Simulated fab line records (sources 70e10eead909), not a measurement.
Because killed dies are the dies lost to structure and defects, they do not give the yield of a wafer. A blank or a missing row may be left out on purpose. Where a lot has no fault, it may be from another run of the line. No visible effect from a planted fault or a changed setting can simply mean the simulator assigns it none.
A lot that was struck, set against a sound lot | flow nandHarc | 33 steps out of a route of 1159
Sound: the wafers L144.2, L144.4, L144.5. The struck wafers were L153.3, L153.4, L153.6. At the end, the cause is stated.
At each step with rows: each side's tool, then ch and its chambers, then its first start. Under that, the readings that differ: sound wafers | struck wafers | difference of the means | sigmas: that difference in standard deviations of wafers without a fault.
alike: words and numbers the same on both sides, and readings whose means are apart by under 2 such deviations; not compared: readings that were withheld, readings missing a value for some wafer, numbers with overlapping values and no deviation given by the record, and bounds like >300 which may hide the same value.
Wherever a step has rows on one side only, a row that says differs or no value, or a row with sigmas, the two part there. When numbers do not overlap yet have no deviation, they are printed without sigmas and do not part them. A reading missing from all wafers of one side parts the sides only when that side holds two or more wafers.

first, 1 step without rows for these wafers: NHARC_P_M0_DESCUM_14 (chemistry O2, time 3 s).
NHARC_P_M0_ETCH_34: etches the open film in N2/H2, target depth 40 nm, overetch 12 nm, time 43.94 s.
  sound on rieDiel-06 ch 0,2, day 9 03:55; struck on rieDiel-06 ch 0,1,2, day 10 22:14
  alike: chamberPressureMTorr, drypumpMotorCurrentA, oesProductAu, rfVppV, showerheadPlenumPTorr, throttleValvePct
  not compared: rfHoursCounterH
NHARC_P_M0_ETCH_15: etches the open film in C4F8/Ar, target depth 150 nm, overetch 15 nm, time 82.5 s.
  sound: rieDiel-06 ch 0,3; struck: rieDiel-06 ch 0,1
reading             | sound             | struck            | difference | sigmas
oesProductAu (a.u.) | 0.928 0.918 0.924 | 0.984 0.978 0.986 | +0.059     | +3
  alike: chamberPressureMTorr, rfVppV
  not compared: rfHoursCounterH
NHARC_P_M0_CD_MEAS_16:
  sound on cdSem-02 at day 9 04:08; struck on cdSem-02 at day 10 22:26
  alike: cdNm
then, 2 steps without rows for these wafers: NHARC_P_M0_STRIP_18 (strips in N2/H2); NHARC_P_M0_STRIP_19 (strips in post etch residue remover, time 600 s).
NHARC_P_M0_DEGAS_28: time 60 s.
  sound on pvdSputter-02 at day 9 04:45; struck on pvdSputter-01 at day 10 23:03
  alike: heaterPowerW
then, 2 steps without rows for these wafers: NHARC_P_M0_PRE_CLEAN_29 (time 30 s); NHARC_P_M0_PVD_20 (deposits TaN, target thk 5 nm, time 8.06 s).
NHARC_P_M0_PVD_21: deposits Cu, target thk 30 nm, time 20.49 s.
  sound on pvdSputter-02; struck on pvdSputter-01
  alike: throttleValvePct
then, 1 step without rows for these wafers: NHARC_P_M0_ECD_22 (material Cu, target thk 400 nm).
NHARC_P_M0_ANNEAL_30: time 90 s.
  sound on rtpAnneal-02 ch 0, day 9 05:32; struck on rtpAnneal-02 ch 0, day 10 23:55
  alike: annealTempC, wafer_temp_C_max
NHARC_P_M0_CMP_23: polishes, t overpolish 20 s, target thk 117.53 nm.
  sound on cmp-01 ch 1,2, day 9 05:50; struck on cmp-01 ch 0,2,3, day 11 00:12
  alike: motorCurrentA, timeToEndpointS
NHARC_P_M0_THK_MEAS_24: measures by xrf.
  sound on filmMetro-01 at day 9 06:08; struck on filmMetro-01 at day 11 00:29
  alike: thkNm
following that, these wafers have no rows for 1 step: NHARC_P_M0_SRD_25.
NHARC_P_M0_INSPECT_27:
  sound on defectInspect-02 at day 9 06:17; struck on defectInspect-02 at day 11 00:38
reading        | sound       | struck       | difference | sigmas
rawDefectCount | 497 404 246 | 893 1081 826 | +551       | +6
then, 12 steps without rows for these wafers: NHARC_P_M0_PRE_CLEAN_31 (time 12 s); NHARC_P_M0_DEP_32 (deposits SiCN, target thk 30 nm); NHARC_P_M1_DEP_00 (deposits SiOC, target thk 182.5 nm); NHARC_P_M1_DEHYDRATE_01 (time 120 s); NHARC_P_M1_HMDS_02 (time 30 s); NHARC_P_M1_COAT_34 (time 65 s); NHARC_P_M1_COAT_03 (resist thk 90 nm); NHARC_P_M1_SOFTBAKE_04 (time 55 s); NHARC_P_M1_EBR_05; NHARC_P_M1_EXPOSE_06 (exposes mask P M1, target cd 130 nm); NHARC_P_M1_PEB_07 (peb time 65 s); NHARC_P_M1_DEVELOP_08 (develop time 35 s).
NHARC_P_M1_CD_MEAS_09 targets a cd of 130 nm.
  sound on cdSem-03 ch 0, day 9 07:34; struck on cdSem-01 ch 0, day 11 02:02
  alike: cdNm
NHARC_P_M1_OVL_MEAS_10: pitch 260 nm.
  sound on overlay-02 at day 9 07:40; struck on overlay-02 at day 11 02:07
  alike: overlayXNm, overlayYNm
NHARC_P_M1_INSPECT_11:
  sound on defectInspect-01 at day 9 07:41; struck on defectInspect-01 at day 11 02:10
reading        | sound | struck      | difference | sigmas
rawDefectCount | 4 2 6 | 693 704 683 | +689       | +99 or more
then, 1 step without rows for these wafers: NHARC_P_M1_DESCUM_14 (chemistry O2, time 3 s).
-- break in the record here, with 13 days between the starts of the struck wafers on either side (left off in module P_M1, picked up again in module END, where the first step shown is number 1159 on the route) --
NHARC_END_SORT_01:
  sound on prober-01 ch 0, day 22 11:26; struck on prober-02 ch 0, day 23 21:57
reading                | sound          | struck         | difference | sigmas
defectLimitedYield (%) | 92.6 95.1 92.9 | 36.3 36.3 37.7 | -56.8      | -35
killedAtArray          | 49 29 42       | 11 8 14        | -29        | -3
killedAtPeriphery      | 1 3 6          | 420 423 408    | +414       | +99 or more
killedDies             | 50 33 48       | 431 431 422    | +384       | +35
sort_bin_2_pct (%)     | 2.4 1.9 2.7    | 23.3 24.2 26.3 | +22.3      | +37
sort_bin_3_pct (%)     | 0 0.15 0.30    | 4.43 5.02 4.28 | +4.43      | +23
sort_bin_4_pct (%)     | 5.0 2.8 4.1    | 35.9 34.4 31.8 | +30.1      | +27
sortNPass              | 627 644 629    | 246 246 255    | -384       | -35
sortRimYieldPct (%)    | 92.5 92.5 88.7 | 40.6 42.5 41.5 | -49.7      | -17
sortYieldPct (%)       | 92.6 95.1 92.9 | 36.3 36.3 37.7 | -56.8      | -35
  alike: killedAtOther, killedOpen, killedShort

## WHERE THEY PART
First at NHARC_P_M0_ETCH_15; last, within this record, at NHARC_END_SORT_01.

WHY: what had been put in by the simulator
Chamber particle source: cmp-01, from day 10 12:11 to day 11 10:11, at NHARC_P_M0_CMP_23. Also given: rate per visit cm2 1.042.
